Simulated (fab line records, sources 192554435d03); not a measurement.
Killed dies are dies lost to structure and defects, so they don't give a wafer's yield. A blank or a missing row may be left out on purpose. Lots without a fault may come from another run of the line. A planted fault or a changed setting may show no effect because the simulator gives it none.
One fault seen from 3 desks | flow n5_finfet | each desk has only its own numbers; what lay behind them comes last

THE TOOL OWNER'S DESK: litho_track-03
The tool's own readings at N5_BEOL_M7_COAT_05 (resist thk 90 nm): means of the sampled wafers that have a number, for each lot that ran on this tool. A lot is out of limits, marked OUT, if its mean lies more than 4 standard deviations from the usual mean; the brackets give that distance.
Columns: A = chill_plate_temp_C at N5_BEOL_M7_COAT_05, usual 22.99 C; B = spin_speed_rpm at N5_BEOL_M7_COAT_05, usual 1500.0 rpm
lot  | first seen here | A     | B
L873 | day 10 12:15    | 23.09 | 1500.0
L881 | day 12 16:35    | 23.03 | 1415.8 (-94) OUT
L880 | day 12 18:50    | 23.01 | 1413.7 (-96) OUT
This desk's finding: out of limits on L880, L881; first on L881, day 12 16:35 (spin_speed_rpm at N5_BEOL_M7_COAT_05). In limits: L873.

THE METROLOGY DESK
What the gauges read, lot by lot, whatever tool the lot ran on: means of the sampled wafers that have a number. A lot is out of limits, marked OUT, if its mean lies more than 4 standard deviations from the usual mean; the brackets give that distance.
Columns: A = M6_THK at N5_BEOL_M6_THK_MEAS_53, usual 80.7 nm; B = M6_RS at N5_BEOL_M6_RS_MEAS_57, usual 0.281 ohm/sq; C = M7_ILD_THK at N5_BEOL_M7_THK_MEAS_01, usual 154.2 nm; D = cd_nm at N5_BEOL_M7_CD_MEAS_11, usual 38.2 nm; E = M7_OVL at N5_BEOL_M7_OVL_MEAS_12, usual -0.2 nm
lot  | first seen here | A    | B     | C     | D    | E
L870 | day 10 05:13    | 80.5 | 0.286 | 152.4 | 39.1 | -0.0
L873 | day 10 10:19    | 81.1 | 0.277 | 151.9 | 38.0 | 0.1
L881 | day 12 14:48    | 78.8 | 0.294 | 154.4 | 37.4 | -0.7
L880 | day 12 17:32    | 81.8 | 0.279 | 153.6 | 37.6 | -0.5
L885 | day 12 23:28    | 80.1 | 0.288 | 157.5 | 38.8 | 0.1
L887 | day 13 22:44    | 80.0 | 0.284 | 152.8 | 38.0 | -0.1
This desk's finding: nothing out of limits on any of the 6 lots.

THE DEFECT DESK
What the inspections along the route counted, lot by lot: means of the sampled wafers that have a number. A lot is out of limits, marked OUT, if its mean lies more than 4 standard deviations from the usual mean; the brackets give that distance.
Columns: A = raw_defect_count at N5_BEOL_M6_INSPECT_58, usual 74; B = raw_defect_count at N5_BEOL_M7_INSPECT_13, usual 398
lot  | first seen here | A  | B
L870 | day 10 05:23    | 53 | 365
L873 | day 10 10:28    | 86 | 527
L881 | day 12 14:58    | 54 | 371
L880 | day 12 17:41    | 63 | 271
L885 | day 12 23:37    | 76 | 381
L887 | day 13 22:53    | 51 | 407
This desk's finding: nothing out of limits on any of the 6 lots.

PUT TOGETHER
The tool owner's desk could have raised an alarm at day 12 16:35, on L880, L881.
The metrology desk saw nothing out of limits.
The defect desk saw nothing out of limits.
The metrology desk has L880, L881 on record, within its limits.
The defect desk has L880, L881 on record, within its limits.
Of the lots named, all ran N5_BEOL_M7_COAT_05 on litho_track-03.

WHAT THE SIMULATOR HAD PUT IN
Process parameter drift: litho_track-03, from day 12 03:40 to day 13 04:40, at N5_BEOL_M7_COAT_05. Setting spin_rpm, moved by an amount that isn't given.
Lots struck among those shown: L880, L881.
Hours from the fault's start to each desk's first reading out of limits: the tool owner's desk, 13.
